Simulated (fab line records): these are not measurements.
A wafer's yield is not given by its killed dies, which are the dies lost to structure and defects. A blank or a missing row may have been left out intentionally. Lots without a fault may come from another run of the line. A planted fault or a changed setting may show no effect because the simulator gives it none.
Which tool is to blame? / flow nand-harc / 6 lots with 18 wafers sampled at 2 steps, on a route of 1159 steps

== WHAT THE GAUGES SHOWED, per wafer ==
NHARC_P_STI_INSPECT_11.
lot=L862; measured=day 2 18:48; on=defect-inspect-01; raw-defect-count=5 7 4
lot=L867; measured=day 4 02:23; on=defect-inspect-01; raw-defect-count=7 3 5
lot=L870; measured=day 4 19:28; on=defect-inspect-02; raw-defect-count=5 6 3
lot=L874; measured=day 5 17:18; on=defect-inspect-01; raw-defect-count=11 10 9
lot=L876; measured=day 6 06:13; on=defect-inspect-02; raw-defect-count=6 1 7
lot=L878; measured=day 6 14:22; on=defect-inspect-02; raw-defect-count=300 299 295

== WHAT TOOL EACH LOT RAN ON (gives the tool, then ch and the chambers of the sampled wafers, and finally the start) ==
lot=L862; NHARC_P_STI_HM_DEP_30=lpcvd-02 ch 0, day 2 14:38
lot=L867; NHARC_P_STI_HM_DEP_30=lpcvd-02 ch 1, day 3 22:11
lot=L870; NHARC_P_STI_HM_DEP_30=lpcvd-01 ch 1, day 4 15:11
lot=L874; NHARC_P_STI_HM_DEP_30=lpcvd-01 ch 0, day 5 13:04
lot=L876; NHARC_P_STI_HM_DEP_30=lpcvd-02 ch 1, day 6 02:07
lot=L878; NHARC_P_STI_HM_DEP_30=lpcvd-01 ch 0, day 6 10:05
- NHARC_P_STI_HM_DEP_30: deposits Si3N4, target thk 80 nm, time 873 s.

== THE ANSWER, worked out from the rows above alone ==
Rule: the usual values come from the lots themselves. The widest of any qualifying gaps counts: lots, ordered by their means at a reading, are off when they make up no more than a third of the lots, leave a main group of 4 or more, and stand apart from it by 3 or more times the standard deviation of that group's means. A main group whose means are all the same, to the digits that the tables above print for the reading, isn't used. Also off: a lot with no number at a reading for which 4 or more lots have one. Where the step has rows for the other lots, those lots are counted as sound.
Off, at NHARC_P_STI_INSPECT_11 on raw-defect-count: L878. The main group: mean 5.9, standard deviation 2.
A tool fits if, at a process step before that reading, it ran every lot that is off, and no sound lot after the first of them. Those tools and the gauges at NHARC_P_STI_INSPECT_11 are tried in the same way. 2 tools fit, lpcvd-01 at NHARC_P_STI_HM_DEP_30 and defect-inspect-02 at NHARC_P_STI_INSPECT_11, so this cannot tell which one it is.

== WHAT WAS PUT IN BY THE SIMULATOR ==
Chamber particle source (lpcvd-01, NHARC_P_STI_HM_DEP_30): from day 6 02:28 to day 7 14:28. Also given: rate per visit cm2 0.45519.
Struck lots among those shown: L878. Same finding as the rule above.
